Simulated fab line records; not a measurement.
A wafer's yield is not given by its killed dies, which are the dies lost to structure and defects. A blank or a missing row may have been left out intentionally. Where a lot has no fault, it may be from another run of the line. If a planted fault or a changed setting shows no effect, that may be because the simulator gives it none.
2 desks looking at one fault || flow n5 finfet || only its own numbers are on each desk; what lay behind them is given at the end

## TOOL OWNER'S DESK, pecvd-03
The tool's own readings at N5_BEOL_M14_ILD_DEP_00 (deposits SiO2 from TEOS/O2, target thk 1119.3 nm, time 237.4 s): means of the sampled wafers that have a number, for each lot that ran on this tool. Marked OUT: a lot whose mean sits more than 4 standard deviations from the usual mean, which makes it out of limits; the brackets give that distance.
Columns: A = heater power w at N5_BEOL_M14_ILD_DEP_00, usual 570 W; B = rf fwd power W at N5_BEOL_M14_ILD_DEP_00, usual 897.3 W; C = run length s at N5_BEOL_M14_ILD_DEP_00, usual 280.4 s; D = showerhead plenum p Torr at N5_BEOL_M14_ILD_DEP_00, usual 8.356 Torr; E = throttle valve pct at N5_BEOL_M14_ILD_DEP_00, usual 18.6 %
{"lot": "L800", "first seen here": "day 11 13:49", "A": 428, "B": 895.5, "C": 280.3, "D": 8.361, "E": 19.6}
{"lot": "L802", "first seen here": "day 11 14:33", "A": 495, "B": 897.3, "C": 280.5, "D": 8.368, "E": 20.0}
{"lot": "L812", "first seen here": "day 14 09:07", "A": 710, "B": 896.0, "C": "268.4 (-27) OUT", "D": 8.350, "E": 18.7}
{"lot": "L814", "first seen here": "day 14 15:37", "A": 711, "B": 895.3, "C": "268.4 (-27) OUT", "D": 8.358, "E": 18.6}
This desk's finding: out of limits on L812, L814; first on L812, day 14 09:07 (run length s at N5_BEOL_M14_ILD_DEP_00). L800, L802: within limits.

## FROM THE METROLOGY DESK
What the gauges read, lot by lot, whatever tool the lot ran on: means of the sampled wafers that have a number. Marked OUT: a lot whose mean sits more than 4 standard deviations from the usual mean, which makes it out of limits; the brackets give that distance.
Columns: A = trench depth nm at N5_BEOL_M13_OCD_MEAS_35, usual 412 nm; B = M14_ILD_THK at N5_BEOL_M14_THK_MEAS_01, usual 1111 nm
{"lot": "L800", "first seen here": "day 11 05:54", "A": 407, "B": 1106}
{"lot": "L802", "first seen here": "day 11 06:42", "A": 416, "B": 1107}
{"lot": "L799", "first seen here": "day 11 06:53", "A": 415, "B": 1110}
{"lot": "L805", "first seen here": "day 12 07:10", "A": 413, "B": 1113}
{"lot": "L807", "first seen here": "day 12 15:14", "A": 419, "B": 1115}
{"lot": "L812", "first seen here": "day 14 03:23", "A": 408, "B": 1066}
{"lot": "L814", "first seen here": "day 14 11:55", "A": 412, "B": 1064}
{"lot": "L820", "first seen here": "day 16 15:23", "A": 408, "B": 1111}
{"lot": "L821", "first seen here": "day 16 16:47", "A": 413, "B": 1107}
{"lot": "L822", "first seen here": "day 16 19:50", "A": 418, "B": 1112}
Result from this desk: across the 10 lots, nothing is out of limits.

## TAKEN TOGETHER
On L812, L814, at day 14 09:07, an alarm was possible from the tool owner's desk.
At the metrology desk, nothing out of limits was observed.
The metrology desk holds a record of L812, L814, inside its limits.
Of the lots named, all ran N5_BEOL_M14_ILD_DEP_00 on pecvd-03.

## WHAT HAD BEEN PUT IN BY THE SIMULATOR
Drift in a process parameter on pecvd-03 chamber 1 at N5_BEOL_M14_ILD_DEP_00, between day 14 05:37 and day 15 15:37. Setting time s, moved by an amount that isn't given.
Struck lots among those shown: L812, L814.
Time in hours from fault onset to the first out-of-limits reading at each desk: the tool owner's desk, 4.
